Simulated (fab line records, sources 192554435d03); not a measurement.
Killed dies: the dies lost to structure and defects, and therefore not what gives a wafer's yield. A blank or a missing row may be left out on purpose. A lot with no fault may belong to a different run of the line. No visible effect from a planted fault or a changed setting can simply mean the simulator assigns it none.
fab line records	flow n5-finfet
record: lots: 10	wafers: 30	last-day: 17
route steps=1938 shown SD_EPI_P@316 ILD0@342 SDB@347 BEOL_M4@1111 PASSIVATION@1936
lots that met no fault: taken from a fault-free run of the same line
start-h: hours from the record's opening day to when the first of the lot's shown wafers began	wait-h: time in hours since the lot's previous step	" unchanged from the row above	L1.1+2: a row that stands for several wafers	- no value present, or no start provided	* or withheld: withheld	< > ~ a bound
route shown NAME@n: a module of which the file shows steps, and the number in the route of the first	usual: mean/standard deviation of fault-free wafers	same: alike in all rows	chamber/n: place in a boat	sites: the reading at each site	_std_site: standard deviation of those values	_edge_site: inner sites' mean taken away from outer sites' mean	radius-mm: for every site, how far away it sits from the centre of the wafer	mask NAME#n: copy n	behind: the tool/chamber that last shaped the wafer	hold: reason for holding the lot/hours on hold/outcome of the hold	device: whichever transistor did not switch (one of n, p or np)	end of line: the route-end tests of the same wafers	where a step has no rows: the recipe by itself	killed: count of dies lost to structure and defects at first sort (not the wafer's yield)	map: a wafer's dies, x killed, . not, _ none there
set.NAME: the run value of the setting; set.NAME@STEP: its run value at that earlier step	model.NAME: the simulator's own value behind a step, which no gauge read
the route's steps for a sample of lots (tables are steps, rows are wafers)
services: from which hour (start-h, from the record's first day; less than 0 if before it) a tool's chamber was out of use, for how many hours, and why
== steps ==
step: N5_SD_EPI_P_STRIP_40
recipe: chemistry: N2/H2	power-w: 1000	temp-c: 250	h2-frac: 0.65	overash-fraction: 0.3	pressure-mtorr: withheld	n2-flow-sccm: 1750	h2-flow-sccm: 3250
usual: drypump-motor-current-A: 5.49/0.19	heater-power-w: 308/17	oes-product-au: 0.763/0.011
lot.wafer	tool	chamber	start-h	wait-h	drypump-motor-current-A	heater-power-w	oes-product-au	rf-hours-counter-h
L102.2	plasma-asher-01	1	53.04	0.0	5.49	307	0.752	32
L102.4	"	0	"	"	5.64	286	0.773	-
L102.6	"	0	"	"	5.64	282	0.756	-
L104.3	plasma-asher-01	0	66.25	0.0	5.64	285	0.755	-
L104.4	"	1	"	"	5.49	307	0.752	-
L104.5	"	0	"	"	5.65	285	0.766	-
L107.2	plasma-asher-01	1	84.09	0.0	5.50	307	0.750	39
L107.4	"	1	"	"	5.51	307	0.788	-
L107.6	"	0	"	"	5.65	286	0.756	-
L108.2	plasma-asher-01	1	89.70	0.0	5.50	305	0.766	39
L108.4	"	0	"	"	5.63	294	0.767	-
L108.5	"	0	"	"	5.63	280	0.768	-
L110.3	plasma-asher-02	1	107.00	0.0	5.62	323	0.773	-
L110.5	"	1	"	"	5.63	323	0.772	-
L110.6	"	0	"	"	5.18	321	0.745	-
L117.1	plasma-asher-01	1	145.70	0.0	5.51	302	0.775	50
L117.4	"	0	"	"	5.65	288	0.770	-
L117.6	"	1	"	"	5.50	312	0.762	-
L120.1	plasma-asher-02	0	163.24	0.0	5.17	329	0.752	104
L120.3	"	0	"	"	5.17	329	0.764	-
L120.4	"	1	"	"	5.66	312	0.787	-
L122.1	plasma-asher-02	1	174.30	0.0	5.61	320	0.759	106
L122.4	"	0	"	"	5.19	333	0.776	-
L122.6	"	1	"	"	5.62	318	0.770	-
L123.2	plasma-asher-02	0	180.91	0.2	5.13	328	0.768	108
L123.5	"	0	"	"	5.16	318	0.756	-
L123.6	"	1	"	"	5.62	321	0.771	-
L124.2	plasma-asher-01	1	186.58	0.0	5.49	303	0.755	59
L124.4	"	1	"	"	5.48	311	0.774	-
L124.5	"	1	"	"	5.47	308	0.756	-
step: N5_ILD0_PRECLEAN_10
recipe: chemistry: NF3:NH3	afs-cycles: 5	time-s: 20	temp-c: 30	sublimation-temp-c: 180	sublimation-time-s: 60	pressure-torr: 3	rf-power-w: 30
usual: rf-power-w: 30.00/0.077	time-s: 20/0
lot.wafer	tool	chamber	start-h	wait-h	rf-power-w	time-s
L102.2	remote-plasma-02	0	60.05	0.1	30.18	20
L102.4	"	0	"	"	30.00	20
L102.6	"	0	"	"	29.95	20
L104.3	remote-plasma-01	1	73.29	0.3	29.93	20
L104.4	"	1	"	"	29.93	20
L104.5	"	1	"	"	29.96	20
L107.2	remote-plasma-01	1	90.91	0.1	30.06	20
L107.4	"	1	"	"	30.01	18.063
L107.6	"	1	"	"	29.92	18.063
L108.2	remote-plasma-01	0	96.53	0.1	30.00	20
L108.4	"	0	"	"	29.99	18.063
L108.5	"	0	"	"	30.02	20
L110.3	remote-plasma-01	1	113.90	0.3	29.93	20
L110.5	"	1	"	"	29.89	20
L110.6	"	1	"	"	29.95	18.063
L117.1	remote-plasma-02	1	153.27	0.0	30.03	20
L117.4	"	1	"	"	30.05	20
L117.6	"	1	"	"	30.09	20
L120.1	remote-plasma-02	1	169.99	0.0	29.92	20
L120.3	"	1	"	"	29.96	20
L120.4	"	1	"	"	29.87	20
L122.1	remote-plasma-02	1	181.28	0.0	30.07	20
L122.4	"	1	"	"	30.05	20
L122.6	"	1	"	"	30.07	20
L123.2	remote-plasma-02	0	188.17	0.1	30.01	20
L123.5	"	0	"	"	30.00	20
L123.6	"	0	"	"	29.94	20
L124.2	remote-plasma-02	1	194.95	0.1	30.05	20
L124.4	"	1	"	"	30.19	20
L124.5	"	1	"	"	30.18	20
step: N5_ILD0_CMP_12
recipe: stop-on: poly-Si	material: SiNx	t-overpolish-s: 6	post-cmp-clean: alkaline-brush	down-force-psi: 2.5	platen-rpm: 51.8	pad-velocity-m-s: 1.0307	target-thk-nm: 17.67
usual: motor-current-A: 9.1/0.52	overpolish-run-s: 6.001/0.0089	time-to-endpoint-s: 28/3.5
lot.wafer	tool	chamber	start-h	wait-h	motor-current-A	overpolish-run-s	time-to-endpoint-s
L102.2	cmp-01	0	62.90	1.2	8.7	6.000	29
L102.4	"	1	"	"	9.7	5.996	27
L102.6	"	3	"	"	8.0	5.997	29
L104.3	cmp-02	0	75.95	1.1	7.7	6.002	25
L104.4	"	1	"	"	8.9	6.007	22
L104.5	"	1	"	"	8.3	6.006	24
L107.2	cmp-04	3	93.72	1.2	9.7	5.986	31
L107.4	"	0	"	"	9.3	6.028	29
L107.6	"	2	"	"	9.6	5.998	24
L108.2	cmp-02	0	99.41	1.2	7.4	6.003	25
L108.4	"	1	"	"	8.8	5.999	24
L108.5	"	3	"	"	8.7	5.988	26
L110.3	cmp-04	0	116.60	1.2	9.2	5.982	29
L110.6	"	3	"	"	9.3	6.021	31
L110.5	"	0	"	"	9.3	6.010	31
L117.4	cmp-04	2	156.24	1.1	9.5	6.000	25
L117.1	"	1	"	"	8.7	5.995	25
L117.6	"	2	"	"	8.9	5.998	25
L120.1	cmp-01	1	173.09	1.1	9.0	6.008	26
L120.4	"	3	"	"	8.0	6.009	28
L120.3	"	0	"	"	8.7	5.998	31
L122.4	cmp-04	3	184.62	1.1	9.7	6.006	29
L122.1	"	1	"	"	9.3	6.016	22
L122.6	"	0	"	"	9.3	6.009	28
L123.2	cmp-04	3	191.95	1.2	8.9	6.021	32
L123.5	"	0	"	"	9.7	6.001	30
L123.6	"	1	"	"	9.1	5.993	22
L124.2	cmp-01	1	197.73	1.1	9.4	6.007	27
L124.4	"	0	"	"	9.0	5.994	30
L124.5	"	2	"	"	9.0	5.998	31
step: N5_SDB_HM_DEP_00
recipe: material: SiNx	target-thk-a: 400	temp-c: 400	precursor: SiH4/NH3/N2	pressure-torr: 1.5	rf-w: 300	time-s: 35.3
usual: heater-power-w: 722/84	showerhead-plenum-p-Torr: 5.10/0.042	throttle-valve-pct: 39.4/1.5
lot.wafer	tool	chamber	start-h	wait-h	heater-power-w	showerhead-plenum-p-Torr	throttle-valve-pct
L102.2	pecvd-04	2	63.25	0.0	807	5.10	39.4
L102.4	"	2	"	"	787	5.11	39.3
L102.6	"	1	"	"	548	5.07	40.2
L104.3	pecvd-04	1	76.31	0.0	529	5.08	40.5
L104.4	"	2	"	"	784	5.12	39.4
L104.5	"	0	"	"	811	5.06	41.4
L107.2	pecvd-04	2	94.04	0.0	809	5.12	39.2
L107.4	"	0	"	"	721	5.06	41.4
L107.6	"	1	"	"	538	5.07	40.6
L108.2	pecvd-01	0	99.70	0.0	616	5.11	39.7
L108.4	"	2	"	"	787	5.10	36.7
L108.5	"	1	"	"	804	5.14	39.0
L110.3	pecvd-01	0	116.92	0.0	687	5.10	39.5
L110.5	"	1	"	"	835	5.14	39.1
L110.6	"	2	"	"	774	5.09	36.6
L117.1	pecvd-01	2	156.60	0.0	750	5.11	36.8
L117.4	"	0	"	"	686	5.10	39.6
L117.6	"	2	"	"	772	5.10	36.5
L120.1	pecvd-04	1	173.45	0.0	593	5.07	40.5
L120.3	"	2	"	"	677	5.11	39.6
L120.4	"	1	"	"	592	5.08	40.9
L122.1	pecvd-02	1	184.97	0.0	670	5.09	38.7
L122.4	"	1	"	"	662	5.10	39.1
L122.6	"	0	"	"	799	5.01	39.9
L123.2	pecvd-04	2	192.20	0.0	740	5.11	39.4
L123.5	"	0	"	"	752	5.04	41.6
L123.6	"	1	"	"	594	5.07	40.7
L124.2	pecvd-04	2	198.08	0.0	758	5.13	39.6
L124.4	"	2	"	"	771	5.11	39.3
L124.5	"	1	"	"	586	5.08	40.6
step: N5_BEOL_M4_RC_MEAS_101
usual: DIBL_N: 37.5/1.9	DIBL_P: 37.3/2.4	IOFF_N: 0.18/0.038	IOFF_P: 0.23/0.045	ION_N: 677/11	ION_P: 464/8.1	SS_N: 72.0/0.68	SS_P: 73.5/0.77	VT_N: 249/3.3	VT_P: -249/3.6
lot.wafer	tool	chamber	start-h	wait-h	DIBL_N[mV/V]	DIBL_P[mV/V]	IOFF_N[nA/um]	IOFF_P[nA/um]	ION_N[uA/um]	ION_P[uA/um]	SS_N[mV/dec]	SS_P[mV/dec]	VT_N[mV]	VT_P[mV]
L102.2	prober-02	0	168.38	0.2	38.1	37.5	0.18	0.20	672	449	72.3	73.7	250	-251
L102.4	"	0	"	"	40.4	40.1	0.23	0.24	687	465	73.4	73.7	248	-249
L102.6	"	0	"	"	37.6	36.8	0.17	0.19	665	451	71.6	73.8	252	-254
L104.3	prober-01	0	183.34	0.3	34.8	37.3	0.18	0.20	683	465	72.7	72.9	249	-252
L104.4	"	0	"	"	39.1	44.5	0.26	0.34	693	472	73.3	74.0	244	-242
L104.5	"	0	"	"	35.7	37.7	0.18	0.20	677	460	72.2	72.6	251	-251
L108.2	prober-01	0	193.01	0.2	39.0	39.5	0.21	0.20	683	456	72.3	73.6	246	-256
L108.4	"	0	"	"	34.3	33.8	0.13	0.14	658	449	70.8	71.8	251	-256
L108.5	"	0	"	"	36.0	36.2	0.14	0.17	676	460	71.4	73.1	251	-253
L107.2	prober-01	0	195.90	0.2	37.5	35.8	0.17	0.24	670	466	71.7	73.2	248	-248
L107.4	"	0	"	"	38.2	37.2	0.18	0.25	685	471	71.5	73.8	247	-247
L107.6	"	0	"	"	36.4	35.1	0.15	0.22	673	469	71.0	72.5	248	-250
L110.3	prober-01	0	219.90	0.3	39.1	39.1	0.18	0.25	665	463	73.1	74.1	252	-249
L110.5	"	0	"	"	37.8	36.6	0.16	0.22	665	460	72.4	73.1	255	-247
L110.6	"	0	"	"	36.3	35.3	0.14	0.19	666	456	71.7	72.8	255	-252
L117.1	prober-01	0	267.16	0.0	36.8	35.2	0.17	0.23	682	467	71.5	72.5	251	-245
L117.4	"	0	"	"	37.4	34.8	0.18	0.24	676	470	72.2	73.2	251	-246
L117.6	"	0	"	"	34.9	33.6	0.14	0.19	663	454	71.0	72.4	251	-250
L120.1	prober-02	0	290.96	0.0	40.4	40.5	0.23	0.27	687	463	72.3	74.8	244	-250
L120.3	"	0	"	"	34.6	33.0	0.11	0.16	658	459	71.4	72.1	257	-255
L120.4	"	0	"	"	39.7	38.5	0.23	0.24	690	463	72.9	74.0	244	-246
L122.1	prober-02	0	293.19	0.0	38.6	39.3	0.18	0.24	681	464	71.8	74.7	247	-250
L122.4	"	0	"	"	39.7	40.5	0.23	0.26	683	463	72.4	74.5	244	-249
L122.6	"	0	"	"	40.7	41.6	0.23	0.27	692	470	72.7	74.2	245	-249
L123.2	prober-01	0	298.54	0.2	35.9	35.1	0.15	0.20	672	460	72.0	74.0	250	-250
L123.5	"	0	"	"	34.5	32.9	0.13	0.17	650	450	71.4	72.2	253	-253
L123.6	"	0	"	"	38.4	39.1	0.22	0.30	701	482	72.4	73.5	244	-243
L124.2	prober-02	0	300.38	0.2	38.9	38.9	0.22	0.25	682	458	72.6	73.9	248	-249
L124.4	"	0	"	"	36.0	36.7	0.15	0.21	675	466	71.9	72.7	249	-248
L124.5	"	0	"	"	34.5	36.0	0.13	0.20	664	462	71.6	73.4	253	-250
step: N5_PASSIVATION_PROBE_49
usual: defect-limited-yield: 91.2/1.5	killed_at_M0_to_M3: 31/10	killed_at_M4_up: 15/5.9	killed-at-contacts: 13/6	killed-at-front-end: 41/11	killed-at-other: 4/3.1	killed-dies: 104/18	killed-open: 68/13	killed-short: 33/8.1	sort_bin_5_function: 5.1/1.1	sort_bin_6_memory: 3.2/0.69	sort_bin_8_speed: 0.01/0.045	sort-n-pass: 1076/18
same: gross-dies: 1180	killed-at-back-side: 0	sort_bin_4_leakage[%]: 0
lot.wafer	tool	chamber	start-h	wait-h	defect-limited-yield[%]	killed_at_M0_to_M3	killed_at_M4_up	killed-at-contacts	killed-at-front-end	killed-at-other	killed-dies	killed-open	killed-short	sort_bin_5_function[%]	sort_bin_6_memory[%]	sort_bin_8_speed[%]	sort-n-pass
L102.2	prober-01	-	279.54	0.1	91.3	23	6	25	44	5	103	68	35	4.7	3.9	0	1077
L102.4	prober-01	-	279.64	0.2	92.7	24	12	12	36	2	86	47	36	4.3	2.8	0	1094
L102.6	prober-01	-	279.74	0.3	91.0	32	9	17	45	3	106	67	37	5.3	3.4	0	1074
L104.3	prober-02	-	279.75	0.1	92.0	27	15	23	28	1	94	64	29	5.2	2.6	0	1086
L104.4	prober-02	-	279.80	0.2	92.7	29	12	15	23	7	86	57	28	4.7	2.4	0	1094
L104.5	prober-02	-	279.85	0.2	89.5	38	21	25	35	5	124	95	26	6.4	4.0	0	1056
L108.2	prober-01	-	291.12	0.1	91.7	30	11	9	45	3	98	65	30	5.4	2.7	0	1082
L108.4	prober-01	-	291.22	0.2	91.3	42	18	13	29	1	103	76	24	4.9	3.6	0	1077
L108.5	prober-01	-	291.27	0.2	90.4	40	11	15	41	6	113	77	35	6.4	2.9	0	1067
L107.2	prober-01	-	295.43	0.1	91.4	31	20	9	35	7	102	67	25	5.8	1.6	0	1078
L107.4	prober-01	-	295.53	0.2	89.0	45	8	13	53	11	130	87	43	6.6	4.1	0	1050
L107.6	prober-01	-	295.63	0.3	90.0	38	23	19	32	6	118	85	32	6.1	3.5	0	1062
L110.3	prober-02	-	324.48	0.1	89.9	31	10	30	45	3	119	75	39	5.9	3.4	0.34	1061
L110.5	prober-02	-	324.58	0.2	93.3	23	9	11	32	4	79	54	23	3.2	3.1	0	1101
L110.6	prober-02	-	324.63	0.3	92.4	21	18	10	37	4	90	59	27	4.7	2.9	0	1090
L117.1	prober-01	-	372.28	0.0	92.2	28	17	13	28	6	92	57	26	3.8	3.0	0	1088
L117.4	prober-01	-	372.43	0.2	92.3	31	14	15	27	4	91	52	39	3.9	3.4	0	1089
L117.6	prober-01	-	372.53	0.3	91.8	50	6	3	37	1	97	68	29	5.5	2.5	0	1083
L122.1	prober-01	-	389.96	0.0	93.6	28	12	7	29	0	76	46	25	3.7	2.5	0	1104
L122.4	prober-01	-	390.11	0.2	90.8	33	15	6	54	0	108	70	34	5.0	3.8	0	1072
L122.6	prober-01	-	390.21	0.3	91.4	49	12	6	32	3	102	70	30	5.7	2.6	0	1078
L123.2	prober-01	-	394.41	0.1	89.2	21	22	16	66	2	127	84	34	5.3	4.7	0	1053
L123.5	prober-01	-	394.56	0.2	89.5	13	21	13	71	6	124	87	36	6.7	3.4	0	1056
L123.6	prober-01	-	394.61	0.3	91.5	20	19	4	46	11	100	62	28	5.5	2.0	0	1080
L120.1	prober-02	-	394.70	0.0	90.6	27	22	9	50	3	111	76	35	5.8	3.2	0	1069
L120.3	prober-02	-	394.80	0.1	91.1	16	17	12	54	6	105	62	38	4.7	3.2	0	1075
L120.4	prober-02	-	394.85	0.2	90.3	23	31	11	44	6	115	78	37	5.7	3.8	0	1065
L124.2	prober-02	-	401.13	0.1	88.5	45	7	22	59	3	136	96	40	6.6	4.4	0	1044
L124.4	prober-02	-	401.23	0.2	90.2	46	10	10	43	7	116	63	49	5.5	3.6	0	1064
L124.5	prober-02	-	401.28	0.2	91.1	37	7	10	50	1	105	63	41	5.3	3.1	0	1075
killed by level:class
L102.2 MOL_CONTACT_COAG:geometric-particle:open=19 DUMMY_GATE:geometric-particle:open=12 BEOL_M0_SAQP:geometric-particle:short=8 STI_FIN_REVEAL:geometric-particle:open=6 MOL_CONTACT_COAG:geometric-particle:short=6 FIN_SAQP:geometric-particle:short=5 FIN_SAQP:geometric-particle:open=5 BEOL_M0_SAQP:geometric-particle:open=5
L102.4 MOL_CONTACT_COAG:geometric-particle:open=9 BEOL_M0_SAQP:geometric-particle:short=9 STI_FIN_REVEAL:geometric-particle:open=7 GATE_CUT:geometric-particle:short=7 BEOL_M0_SAQP:geometric-particle:open=5 DUMMY_GATE:geometric-particle:open=4 STARTING-WAFER:geometric-particle:open=4 FIN_SAQP:geometric-particle:short=3
L102.6 MOL_CONTACT_COAG:geometric-particle:open=14 STI_FIN_REVEAL:geometric-particle:open=13 BEOL_M0_SAQP:geometric-particle:open=11 GATE_CUT:geometric-particle:short=7 BEOL_M0_SAQP:geometric-particle:short=7 FIN_SAQP:geometric-particle:open=6 STI_FIN_REVEAL:geometric-particle:short=5 BEOL_M2:geometric-particle:open=5
L104.3 MOL_CONTACT_COAG:geometric-particle:open=18 DUMMY_GATE:geometric-particle:open=8 BEOL_M4:geometric-particle:open=7 BEOL_M0_SAQP:geometric-particle:short=6 BEOL_M1:geometric-particle:open=6 MOL_CONTACT_COAG:geometric-particle:short=5 BEOL_M4:geometric-particle:short=5 GATE_CUT:geometric-particle:short=4
L104.4 MOL_CONTACT_COAG:geometric-particle:open=13 BEOL_M2:geometric-particle:open=12 BEOL_M0_SAQP:geometric-particle:short=7 FIN_SAQP:geometric-particle:open=5 STI_FIN_REVEAL:geometric-particle:open=5 PAD_METAL:geometric-particle:short=4 FIN_SAQP:geometric-particle:short=3 BEOL_M0_SAQP:geometric-particle:open=3
L104.5 MOL_CONTACT_COAG:geometric-particle:open=22 BEOL_M4:geometric-particle:open=12 STI_FIN_REVEAL:geometric-particle:open=10 BEOL_M1:geometric-particle:open=9 BEOL_M2:geometric-particle:open=9 BEOL_M0_SAQP:geometric-particle:short=7 DUMMY_GATE:geometric-particle:open=6 BEOL_M0_SAQP:geometric-particle:open=6
L108.2 STI_FIN_REVEAL:geometric-particle:open=14 BEOL_M1:geometric-particle:open=8 BEOL_M0_SAQP:geometric-particle:short=7 BEOL_M4:geometric-particle:open=6 MOL_CONTACT_COAG:geometric-particle:open=6 FIN_SAQP:geometric-particle:open=5 GATE_CUT:geometric-particle:short=5 BEOL_M0_SAQP:geometric-particle:open=5
L108.4 MOL_CONTACT_COAG:geometric-particle:open=12 BEOL_M3:geometric-particle:open=11 BEOL_M4:geometric-particle:open=10 STI_FIN_REVEAL:geometric-particle:open=7 BEOL_M0_SAQP:geometric-particle:open=7 FIN_SAQP:geometric-particle:open=6 BEOL_M0_SAQP:geometric-particle:short=6 BEOL_M1:geometric-particle:open=6
L108.5 MOL_CONTACT_COAG:geometric-particle:open=11 GATE_CUT:geometric-particle:short=9 BEOL_M0_SAQP:geometric-particle:open=8 BEOL_M1:geometric-particle:open=7 BEOL_M3:geometric-particle:open=7 GATE_CUT:geometric-particle:open=6 BEOL_M4:geometric-particle:open=6 FIN_SAQP:geometric-particle:open=4
L107.2 BEOL_M4:geometric-particle:open=12 BEOL_M2:geometric-particle:open=10 HKMG_FIN:area-etch=10 BEOL_M3:geometric-particle:open=8 FIN_SAQP:geometric-particle:open=7 MOL_CONTACT_COAG:geometric-particle:open=7 DUMMY_GATE:geometric-particle:open=6 STARTING-WAFER:geometric-particle:short=5
L107.4 FIN_SAQP:geometric-particle:open=16 BEOL_M2:geometric-particle:open=13 BEOL_M0_SAQP:geometric-particle:open=12 BEOL_M3:geometric-particle:open=8 FIN_SAQP:geometric-particle:short=7 MOL_CONTACT_COAG:geometric-particle:open=7 DUMMY_GATE:geometric-particle:open=6 MOL_CONTACT_COAG:geometric-particle:short=6
L107.6 BEOL_M4:geometric-particle:open=17 MOL_CONTACT_COAG:geometric-particle:open=15 FIN_SAQP:geometric-particle:open=10 BEOL_M3:geometric-particle:open=9 BEOL_M0_SAQP:geometric-particle:open=8 STI_FIN_REVEAL:geometric-particle:open=5 DUMMY_GATE:geometric-particle:open=4 MOL_CONTACT_COAG:geometric-particle:short=4
L110.3 MOL_CONTACT_COAG:geometric-particle:open=23 FIN_SAQP:geometric-particle:open=13 FIN_SAQP:geometric-particle:short=8 MOL_CONTACT_COAG:geometric-particle:short=7 BEOL_M0_SAQP:geometric-particle:open=7 BEOL_M4:geometric-particle:open=5 STARTING-WAFER:geometric-particle:short=5 DUMMY_GATE:geometric-particle:short=4
L110.5 FIN_SAQP:geometric-particle:short=9 BEOL_M3:geometric-particle:open=9 MOL_CONTACT_COAG:geometric-particle:open=9 FIN_SAQP:geometric-particle:open=8 BEOL_M2:geometric-particle:open=5 BEOL_M8:geometric-particle:open=4 DUMMY_GATE:geometric-particle:open=3 GATE_CUT:geometric-particle:short=3
L110.6 FIN_SAQP:geometric-particle:open=12 MOL_CONTACT_COAG:geometric-particle:open=7 DUMMY_GATE:geometric-particle:open=6 BEOL_M3:geometric-particle:open=6 FIN_SAQP:geometric-particle:short=4 BEOL_M1:geometric-particle:short=4 MOL_CONTACT_COAG:geometric-particle:short=3 BEOL_M0_SAQP:geometric-particle:open=3
L117.1 BEOL_M1:geometric-particle:open=11 BEOL_M4:geometric-particle:open=10 HKMG_FIN:area-etch=9 MOL_CONTACT_COAG:geometric-particle:short=7 MOL_CONTACT_COAG:geometric-particle:open=6 DUMMY_GATE:geometric-particle:open=5 MIM_TOP:geometric-particle:open=4 STI_FIN_REVEAL:geometric-particle:open=3
L117.4 BEOL_M0_SAQP:geometric-particle:short=12 MOL_CONTACT_COAG:geometric-particle:open=10 BEOL_M4:geometric-particle:open=10 BEOL_M0_SAQP:geometric-particle:open=8 FIN_SAQP:geometric-particle:short=7 STI_FIN_REVEAL:geometric-particle:open=5 MOL_CONTACT_COAG:geometric-particle:short=5 STARTING-WAFER:geometric-particle:open=5
L117.6 BEOL_M0_SAQP:geometric-particle:open=19 BEOL_M0_SAQP:geometric-particle:short=9 STI_FIN_REVEAL:geometric-particle:open=8 BEOL_M3:geometric-particle:open=7 FIN_SAQP:geometric-particle:short=6 BEOL_M1:geometric-particle:open=6 FIN_SAQP:geometric-particle:open=5 BEOL_M2:geometric-particle:open=4
L122.1 BEOL_M1:geometric-particle:open=9 STI_FIN_REVEAL:geometric-particle:open=5 MOL_CONTACT_COAG:geometric-particle:open=5 BEOL_M0_SAQP:geometric-particle:open=5 GATE_CUT:geometric-particle:short=4 BEOL_M0_SAQP:geometric-particle:short=4 STARTING-WAFER:geometric-particle:short=4 SPACER0:geometric-particle:open=3
L122.4 FIN_SAQP:geometric-particle:open=16 GATE_CUT:geometric-particle:short=11 GATE_CUT:geometric-particle:open=7 MOL_CONTACT_COAG:geometric-particle:open=6 BEOL_M0_SAQP:geometric-particle:open=5 BEOL_M1:geometric-particle:open=5 BEOL_M2:geometric-particle:open=5 BEOL_M3:geometric-particle:open=5
L122.6 BEOL_M0_SAQP:geometric-particle:open=17 BEOL_M0_SAQP:geometric-particle:short=8 GATE_CUT:geometric-particle:open=7 FIN_SAQP:geometric-particle:open=6 GATE_CUT:geometric-particle:short=5 MOL_CONTACT_COAG:geometric-particle:open=5 BEOL_M0:geometric-particle:open=4 BEOL_M1:geometric-particle:open=4
L123.2 STI_FIN_REVEAL:geometric-particle:open=14 MOL_CONTACT_COAG:geometric-particle:open=12 BEOL_M4:geometric-particle:open=10 FIN_SAQP:geometric-particle:open=9 DUMMY_GATE:geometric-particle:open=9 BEOL_M3:geometric-particle:open=6 HKMG_FIN:area-etch=6 BEOL_M2:geometric-particle:open=5
L123.5 STI_FIN_REVEAL:geometric-particle:open=24 FIN_SAQP:geometric-particle:open=13 BEOL_M4:geometric-particle:open=12 FIN_SAQP:geometric-particle:short=10 MOL_CONTACT_COAG:geometric-particle:open=9 STI_FIN_REVEAL:geometric-particle:short=8 STARTING-WAFER:geometric-particle:open=6 BEOL_M2:geometric-particle:open=4
L123.6 STI_FIN_REVEAL:geometric-particle:open=9 HKMG_FIN:area-etch=9 FIN_SAQP:geometric-particle:open=8 BEOL_M4:geometric-particle:open=8 DUMMY_GATE:geometric-particle:open=5 FIN_SAQP:geometric-particle:short=4 GATE_CUT:geometric-particle:short=4 MOL_CONTACT_COAG:geometric-particle:open=4
L120.1 FIN_SAQP:geometric-particle:open=15 BEOL_M4:geometric-particle:open=12 FIN_SAQP:geometric-particle:short=9 MOL_CONTACT_COAG:geometric-particle:open=9 STI_FIN_REVEAL:geometric-particle:open=7 BEOL_M2:geometric-particle:open=7 BEOL_M0_SAQP:geometric-particle:short=7 GATE_CUT:geometric-particle:open=5
L120.3 FIN_SAQP:geometric-particle:open=16 FIN_SAQP:geometric-particle:short=9 MOL_CONTACT_COAG:geometric-particle:open=9 STI_FIN_REVEAL:geometric-particle:open=7 BEOL_M3:geometric-particle:open=7 BEOL_M4:geometric-particle:open=6 STARTING-WAFER:geometric-particle:short=5 HKMG_FIN:area-etch=5
L120.4 BEOL_M4:geometric-particle:open=19 FIN_SAQP:geometric-particle:open=18 MOL_CONTACT_COAG:geometric-particle:open=8 FIN_SAQP:geometric-particle:short=7 BEOL_M2:geometric-particle:open=6 GATE_CUT:geometric-particle:short=4 BEOL_M0_SAQP:geometric-particle:open=4 BEOL_M4:geometric-particle:short=4
L124.2 MOL_CONTACT_COAG:geometric-particle:open=19 STI_FIN_REVEAL:geometric-particle:open=16 FIN_SAQP:geometric-particle:open=11 BEOL_M0_SAQP:geometric-particle:open=11 BEOL_M0_SAQP:geometric-particle:short=10 FIN_SAQP:geometric-particle:short=8 BEOL_M2:geometric-particle:open=8 DUMMY_GATE:geometric-particle:open=7
L124.4 BEOL_M0_SAQP:geometric-particle:open=12 FIN_SAQP:geometric-particle:short=9 BEOL_M2:geometric-particle:open=8 BEOL_M0_SAQP:geometric-particle:short=8 STI_FIN_REVEAL:geometric-particle:open=7 GATE_CUT:geometric-particle:short=7 MOL_CONTACT_COAG:geometric-particle:open=7 STARTING-WAFER:geometric-particle:short=5
L124.5 GATE_CUT:geometric-particle:short=11 FIN_SAQP:geometric-particle:open=8 FIN_SAQP:geometric-particle:short=8 BEOL_M0_SAQP:geometric-particle:open=8 BEOL_M2:geometric-particle:open=7 MOL_CONTACT_COAG:geometric-particle:open=7 BEOL_M0_SAQP:geometric-particle:short=6 BEOL_M0:geometric-particle:open=5
== services ==
tool	chamber	start-h	hours	kind
cmp-02	-	43.26	4.0	pm
cmp-02	-	47.26	-	consumable-replace:conditioner
cmp-02	-	47.26	-	consumable-replace:pad
cmp-01	-	57.89	1.5	repair
pecvd-01	0	65.92	5.5	scheduled-down
plasma-asher-02	-	78.02	2.8	pm
pecvd-01	2	81.78	8.4	repair
cmp-04	-	81.89	0.6	repair
cmp-01	-	98.54	0.8	repair
cmp-01	-	121.20	4.0	pm
pecvd-04	0	122.35	2.1	scheduled-down
cmp-04	-	123.04	2.1	repair
cmp-01	-	125.20	-	consumable-replace:conditioner
cmp-01	-	125.20	-	consumable-replace:pad
cmp-02	-	130.62	2.9	repair
cmp-01	-	133.53	1.5	repair
pecvd-01	2	134.20	5.5	scheduled-down
pecvd-04	0	148.47	4.6	scheduled-down
cmp-02	-	153.46	31.7	pm
pecvd-04	1	155.20	2.1	scheduled-down
pecvd-04	2	175.10	8.4	repair
pecvd-02	2	186.72	8.7	repair
pecvd-01	-	191.73	2.8	pm
plasma-asher-01	-	194.37	3.4	repair
== key ==
first-sign: step: N5_ILD0_PRECLEAN_10	reading: time-s	direction: down	sigmas: 99+	usual: *	struck: *
effect none on later readings
met-at N5_ILD0_PRECLEAN_10
struck-lots L107,L108,L110
struck-wafers L107.4,L107.6,L108.4,L110.6
baseline-loss: step: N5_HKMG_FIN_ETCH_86	wafers: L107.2
not-acting-at N5_SD_EPI_P_STRIP_40,N5_ILD0_CMP_12,N5_SDB_HM_DEP_00
onset-between 73.29 90.91
fault: kind: process-parameter-drift	tool: remote-plasma-01	chamber: -	onset-h: 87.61	steps: N5_ILD0_PRECLEAN_10	channel: time-s	offset: *	shape: step	end-h: 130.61	scope: struck-wafers-only	acts-in: *	stated: *
baseline-loss: these wafers lose ten dies or more at that step, a loss of the line's own and not of a fault; the sort's usual values leave them out
